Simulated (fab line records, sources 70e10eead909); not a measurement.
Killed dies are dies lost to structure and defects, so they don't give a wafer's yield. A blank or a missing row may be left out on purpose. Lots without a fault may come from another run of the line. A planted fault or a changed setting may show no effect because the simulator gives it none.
Which tool did it? | flow nand_harc | 11 lots, 33 wafers sampled, at 5 steps of a route of 1302

WHAT THE GAUGES READ, wafer by wafer
NHARC_END_SORT_01. Usual: killed_at_array 59, standard deviation 20; killed_at_other 0.8, standard deviation 1.1; killed_at_periphery 5, standard deviation 3.1; killed_dies 64, standard deviation 21; killed_open 3.4, standard deviation 1.9; killed_short 2.3, standard deviation 1.7.
lot  | measured     | on        | killed_at_array | killed_at_other | killed_at_periphery | killed_dies | killed_open | killed_short | flag
L537 | day 24 09:34 | prober-02 | 22 17 20        | 1 0 0           | 0 2 3               | 23 19 23    | 2 2 2       | 2 3 3        |
L538 | day 25 00:37 | prober-02 | 91 76 68        | 1 1 0           | 4 4 4               | 96 81 72    | 2 6 2       | 1 2 1        |
L539 | day 25 11:32 | prober-02 | 63 71 60        | 0 1 2           | 2 4 4               | 65 76 66    | 1 1 4       | 2 3 1        |
L540 | day 25 11:29 | prober-01 | 21 22 20        | 1 0 0           | 6 2 2               | 28 24 22    | 9 2 3       | 0 2 2        |
L545 | day 27 22:22 | prober-02 | 53 62 54        | 0 0 0           | 3 3 4               | 56 65 58    | 2 2 3       | 2 1 2        |
L554 | day 32 01:50 | prober-02 | 69 73 74        | 1 5 1           | 10 8 16             | 80 86 91    | 2 5 5       | 4 1 2        |
L552 | day 31 18:52 | prober-02 | 40 53 54        | 0 0 0           | 9 12 10             | 49 65 64    | 4 4 1       | 1 1 2        |
L555 | day 32 06:26 | prober-01 | 69 79 85        | 1 0 2           | 5 7 6               | 75 86 93    | 0 4 3       | 1 3 1        |
L556 | day 32 18:16 | prober-01 | 48 64 48        | 4 1 4           | 4 5 2               | 56 70 54    | 5 6 2       | 4 3 3        |
L558 | day 33 13:10 | prober-01 | 50 44 61        | 1 0 0           | 2 7 6               | 53 51 67    | 1 6 2       | 1 3 1        |
L559 | day 34 06:50 | prober-02 | 45 50 53        | 3 1 1           | 12 7 5              | 60 58 59    | 4 3 3       | 7 2 0        |

WHICH TOOL RAN EACH LOT (tool, then ch and the chambers of the sampled wafers, then the start)
lot  | NHARC_A_SLIT_DESCUM_14             | NHARC_A_SLIT_ETCH_24               | NHARC_A_SLIT_ETCH_17             | NHARC_A_WL_FILL_ETCHBACK_04
L537 | rie_diel-09 ch 0,2, day 19 20:29   | rie_diel-09 ch 0,3, day 19 20:34   | har_etch-02 ch 0,1, day 19 22:20 | rie_metal-02 ch 0,1, day 20 10:48
L538 | rie_diel-06 ch 0,1,2, day 20 04:50 | rie_diel-06 ch 0,1,2, day 20 04:55 | har_etch-01 ch 0,1, day 20 09:28 | rie_metal-01 ch 0,1, day 20 21:33
L539 | rie_diel-10 ch 2,3, day 21 03:43   | rie_diel-10 ch 0,1,3, day 21 03:49 | har_etch-01 ch 0,1, day 21 05:34 | rie_metal-02 ch 0,1, day 21 18:02
L540 | rie_diel-09 ch 2,3, day 21 03:52   | rie_diel-09 ch 0,3, day 21 03:57   | har_etch-02 ch 0, day 21 05:07   | rie_metal-03 ch 0,1, day 21 18:21
L545 | rie_diel-10 ch 1,3, day 23 08:54   | rie_diel-10 ch 1,2,3, day 23 08:59 | har_etch-01 ch 1, day 23 10:08   | rie_metal-02 ch 0,1, day 23 23:04
L554 | rie_diel-09 ch 0,3, day 27 05:08   | rie_diel-09 ch 0,2,3, day 27 05:13 | har_etch-01 ch 0,1, day 27 06:38 | rie_metal-02 ch 0,1, day 27 19:47
L552 | rie_diel-06 ch 0,1,2, day 27 05:53 | rie_diel-06 ch 1,2, day 27 05:58   | har_etch-02 ch 1, day 27 07:44   | rie_metal-03 ch 0,1, day 27 20:06
L555 | rie_diel-09 ch 1,2,3, day 27 13:10 | rie_diel-09 ch 0,1,2, day 27 13:15 | har_etch-01 ch 0, day 27 14:40   | rie_metal-02 ch 0,1, day 28 04:07
L556 | rie_diel-06 ch 2,3, day 28 03:54   | rie_diel-06 ch 1,3, day 28 03:59   | har_etch-01 ch 0,1, day 28 05:10 | rie_metal-02 ch 0, day 28 18:10
L558 | rie_diel-10 ch 0,1,3, day 28 22:07 | rie_diel-10 ch 1,2, day 28 22:12   | har_etch-01 ch 0,1, day 28 23:58 | rie_metal-01 ch 0,1, day 29 12:26
L559 | rie_diel-10 ch 0,1,2, day 29 13:45 | rie_diel-10 ch 1,2, day 29 13:50   | har_etch-02 ch 0,1, day 29 15:37 | rie_metal-01 ch 0,1, day 30 03:51
- NHARC_A_SLIT_DESCUM_14: chemistry O2, time 3 s.
- NHARC_A_SLIT_ETCH_24: etches the open film in CF4/CHF3, target depth 121 nm, time 60.5 s.
- NHARC_A_SLIT_ETCH_17: etches the open film in C4F8/O2/Ar, time 4254.5 s, target depth 20300 nm.
- NHARC_A_WL_FILL_ETCHBACK_04: etches the open film in NF3, target depth 60 nm, time 120 s.

WHAT THE TOOLS THEMSELVES READ (means of the sampled wafers that have a number; where no wafer has one, the mark that the record gives instead)
NHARC_A_SLIT_DESCUM_14. Usual: drypump_motor_current_A 6.0 A, standard deviation 0.44; o2_flow_sccm 199.9 sccm, standard deviation 0.59; oes_product_au 1.001 a.u., standard deviation 0.015; rf_vpp_V 57.8 V, standard deviation 0.86; showerhead_plenum_p_Torr 1.92 Torr, standard deviation 0.056; throttle_valve_pct 11.312 %, standard deviation 0.0089.
lot  | tool        | drypump_motor_current_A (A) | o2_flow_sccm (sccm) | oes_product_au (a.u.) | rf_vpp_V (V) | showerhead_plenum_p_Torr (Torr) | throttle_valve_pct (%) | flag
L537 | rie_diel-09 | 5.7                         | 200.0               | 1.024                 | 57.7         | 1.88                            | 11.319                 |
L538 | rie_diel-06 | 6.0                         | 200.0               | 1.006                 | 57.3         | 1.92                            | 11.306                 |
L539 | rie_diel-10 | 6.5                         | 200.0               | 1.006                 | 57.6         | 1.89                            | 11.316                 |
L540 | rie_diel-09 | 5.7                         | 199.7               | 1.022                 | 58.4         | 1.93                            | 11.315                 |
L545 | rie_diel-10 | 6.0                         | 199.8               | 0.997                 | 57.0         | 1.90                            | 11.313                 |
L554 | rie_diel-09 | 5.5                         | 200.4               | 0.993                 | 57.3         | 1.88                            | 11.311                 |
L552 | rie_diel-06 | 6.0                         | 200.3               | 0.989                 | 57.4         | 1.92                            | 11.314                 |
L555 | rie_diel-09 | 5.6                         | 200.6               | 0.988                 | 57.4         | 1.93                            | 11.318                 |
L556 | rie_diel-06 | 5.9                         | 199.3               | 0.999                 | 58.3         | 1.94                            | 11.320                 |
L558 | rie_diel-10 | 6.1                         | 199.8               | 1.000                 | 58.0         | 1.92                            | 11.315                 |
L559 | rie_diel-10 | 6.3                         | 200.0               | 1.003                 | 58.0         | 1.91                            | 11.313                 |

NHARC_A_SLIT_ETCH_24. Usual: chf3_flow_sccm 30.01 sccm, standard deviation 0.083; drypump_motor_current_A 6.0 A, standard deviation 0.46; oes_product_au 0.959 a.u., standard deviation 0.02; rf_fwd_power_W 495.6 W, standard deviation 2; rf_vpp_V 370.7 V, standard deviation 1.6; showerhead_plenum_p_Torr 1.58 Torr, standard deviation 0.044; throttle_valve_pct 16.802 %, standard deviation 0.0093.
lot  | tool        | chf3_flow_sccm (sccm) | drypump_motor_current_A (A) | oes_product_au (a.u.) | rf_fwd_power_W (W) | rf_vpp_V (V) | showerhead_plenum_p_Torr (Torr) | throttle_valve_pct (%) | flag
L537 | rie_diel-09 | 29.93                 | 5.5                         | 0.935                 | 493.6              | 371.4        | 1.59                            | 16.802                 |
L538 | rie_diel-06 | 30.00                 | 6.0                         | 0.968                 | 497.9              | 371.1        | 1.58                            | 16.803                 |
L539 | rie_diel-10 | 30.06                 | 6.1                         | 0.940                 | 494.1              | 370.3        | 1.59                            | 16.801                 |
L540 | rie_diel-09 | 30.03                 | 5.5                         | 0.930                 | 495.5              | 370.1        | 1.55                            | 16.800                 |
L545 | rie_diel-10 | 30.02                 | 6.2                         | 0.965                 | 495.9              | 369.1        | 1.55                            | 16.803                 |
L554 | rie_diel-09 | 30.00                 | 5.6                         | 0.914                 | 494.2              | 370.0        | 1.57                            | 16.797                 |
L552 | rie_diel-06 | 30.01                 | 6.1                         | 0.965                 | 494.9              | 370.4        | 1.54                            | 16.799                 |
L555 | rie_diel-09 | 30.04                 | 5.6                         | 0.962                 | 496.8              | 370.3        | 1.56                            | 16.807                 |
L556 | rie_diel-06 | 30.06                 | 6.5                         | 0.977                 | 494.8              | 371.6        | 1.61                            | 16.795                 |
L558 | rie_diel-10 | 30.05                 | 6.4                         | 0.983                 | 496.0              | 370.0        | 1.54                            | 16.805                 |
L559 | rie_diel-10 | 29.99                 | 6.2                         | 0.955                 | 496.7              | 369.5        | 1.54                            | 16.806                 |

NHARC_A_SLIT_ETCH_17. Usual: drypump_motor_current_A 5.5 A, standard deviation 0.33; o2_flow_sccm 41.69 sccm, standard deviation 0.14; showerhead_plenum_p_Torr 3.69 Torr, standard deviation 0.11; throttle_valve_pct 32.047 %, standard deviation 0.0097.
lot  | tool        | drypump_motor_current_A (A) | o2_flow_sccm (sccm) | showerhead_plenum_p_Torr (Torr) | throttle_valve_pct (%) | flag
L537 | har_etch-02 | 5.2                         | 41.78               | 3.85                            | 32.050                 |
L538 | har_etch-01 | 5.6                         | 41.69               | 3.65                            | 32.046                 |
L539 | har_etch-01 | 5.6                         | 41.73               | 3.64                            | 32.048                 |
L540 | har_etch-02 | 5.8                         | 41.54               | 3.68                            | 32.048                 |
L545 | har_etch-01 | 5.8                         | 41.85               | 3.62                            | 32.045                 |
L554 | har_etch-01 | 5.7                         | 41.72               | 3.60                            | 32.046                 |
L552 | har_etch-02 | 4.9                         | 41.88               | 3.87                            | 32.050                 |
L555 | har_etch-01 | 5.5                         | 41.86               | 3.59                            | 32.040                 |
L556 | har_etch-01 | 5.6                         | 41.66               | 3.59                            | 32.052                 |
L558 | har_etch-01 | 5.6                         | 41.76               | 3.58                            | 32.039                 |
L559 | har_etch-02 | 5.5                         | 41.91               | 3.70                            | 32.045                 |

NHARC_A_WL_FILL_ETCHBACK_04. Usual: drypump_motor_current_A 5.70 A, standard deviation 0.21; oes_product_au 1.006 a.u., standard deviation 0.0093.
lot  | tool         | drypump_motor_current_A (A) | oes_product_au (a.u.) | flag
L537 | rie_metal-02 | 5.57                        | 1.007                 |
L538 | rie_metal-01 | 5.72                        | 1.011                 |
L539 | rie_metal-02 | 5.56                        | 1.012                 |
L540 | rie_metal-03 | 5.89                        | 1.008                 |
L545 | rie_metal-02 | 5.55                        | 1.009                 |
L554 | rie_metal-02 | 5.57                        | 1.021                 |
L552 | rie_metal-03 | 5.89                        | 0.901                 | OFF
L555 | rie_metal-02 | 5.55                        | 1.014                 |
L556 | rie_metal-02 | 5.57                        | 1.008                 |
L558 | rie_metal-01 | 5.72                        | 1.010                 |
L559 | rie_metal-01 | 5.71                        | 1.019                 |

THE ANSWER, worked out from the rows above alone
Rule: a lot is off if the mean of its wafers that have a number lies more than 3 standard deviations from the usual mean. A lot without any number at a reading at which 4 lots or more have one is off too. The other lots that the step has rows for count as sound. The gauges are gone through in route order, then the tools' own readings, and for those a lot's mean is taken as printed above. The first step at which some lot is off is used, and at that step the reading that is off furthest; a lot without a number counts as furthest.
Off: L552, at NHARC_A_WL_FILL_ETCHBACK_04 (oes_product_au).
A tool fits if, at that step or a process step before it, it ran every lot that is off, and no sound lot after the first of them. One fits: rie_metal-03 at NHARC_A_WL_FILL_ETCHBACK_04. Its last sound lot is L540 (day 21 18:21), its first lot that is off L552 (day 27 20:06): a fault that began between those two fits.
The tool's own readings at NHARC_A_WL_FILL_ETCHBACK_04 bear it out: on the lots that are off they differ by more than 5 times the standard deviation of the sound lots' means. oes_product_au reads 0.901 a.u. there against 1.012 a.u. on the sound lots.

WHAT THE SIMULATOR HAD PUT IN
Process parameter drift: rie_metal-03, from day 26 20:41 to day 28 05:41, at NHARC_A_WL_FILL_ETCHBACK_04. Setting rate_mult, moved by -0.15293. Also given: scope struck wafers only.
Lots struck among those shown: L552. The rule above found the same.
